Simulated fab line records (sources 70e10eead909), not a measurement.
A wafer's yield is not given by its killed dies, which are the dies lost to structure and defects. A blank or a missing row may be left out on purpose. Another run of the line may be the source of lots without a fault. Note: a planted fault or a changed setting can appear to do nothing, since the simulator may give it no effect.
Matching of chambers :: flow nand_harc :: 4 sister chambers for NHARC_A_STAIRCASE_TRIM_220 on rie_diel-13
The step chemistry O2, time 211.2 s. 4 wafers are shown with their chamber, then 10 later ones without.

== WAFERS WITH THEIR CHAMBER ==
wafer: L083.2
chamber: 1
showerhead_plenum_p_Torr (Torr): 3.37

wafer: L083.3
chamber: 3
showerhead_plenum_p_Torr (Torr): 3.29

wafer: L086.1
chamber: 0
showerhead_plenum_p_Torr (Torr): 3.50

wafer: L086.2
chamber: 2
showerhead_plenum_p_Torr (Torr): 3.76

== WAFERS WHOSE CHAMBER IS MISSING ==
wafer: L086.4
showerhead_plenum_p_Torr (Torr): 3.50

wafer: L086.3
showerhead_plenum_p_Torr (Torr): 3.29

wafer: L086.5
showerhead_plenum_p_Torr (Torr): 3.76

wafer: L086.6
showerhead_plenum_p_Torr (Torr): 3.29

wafer: L091.1
showerhead_plenum_p_Torr (Torr): 3.76

wafer: L091.3
showerhead_plenum_p_Torr (Torr): 3.50

wafer: L091.5
showerhead_plenum_p_Torr (Torr): 3.29

wafer: L097.2
showerhead_plenum_p_Torr (Torr): 3.50

wafer: L097.4
showerhead_plenum_p_Torr (Torr): 3.75

wafer: L097.5
showerhead_plenum_p_Torr (Torr): 3.36

== WHICH CHAMBER EACH ONE RAN IN ==
wafer: L086.4
from the rows above: 0
in truth: 0

wafer: L086.3
from the rows above: 3
in truth: 3

wafer: L086.5
from the rows above: 2
in truth: 2

wafer: L086.6
from the rows above: 3
in truth: 3

wafer: L091.1
from the rows above: 2
in truth: 2

wafer: L091.3
from the rows above: 0
in truth: 0

wafer: L091.5
from the rows above: 3
in truth: 3

wafer: L097.2
from the rows above: 0
in truth: 0

wafer: L097.4
from the rows above: 2
in truth: 2

wafer: L097.5
from the rows above: 1
in truth: 1
Placed correctly: 10 of 10. Number that these rows cannot place: 0. 0 placed wrongly.
How it was worked out, from the rows above alone: a wafer's distance from a chamber is the root of the sum, over the readings, of the square of ((its reading less the chamber's mean) divided by the reading's scatter). The wafer belongs to the nearest chamber; if the next one is less than 2 further off, it can't be placed. Each chamber's mean is taken over the wafers shown for it. The scatter: with one shown wafer a chamber, the root of the mean of the squares of how far each hidden wafer lies from its nearest shown one.
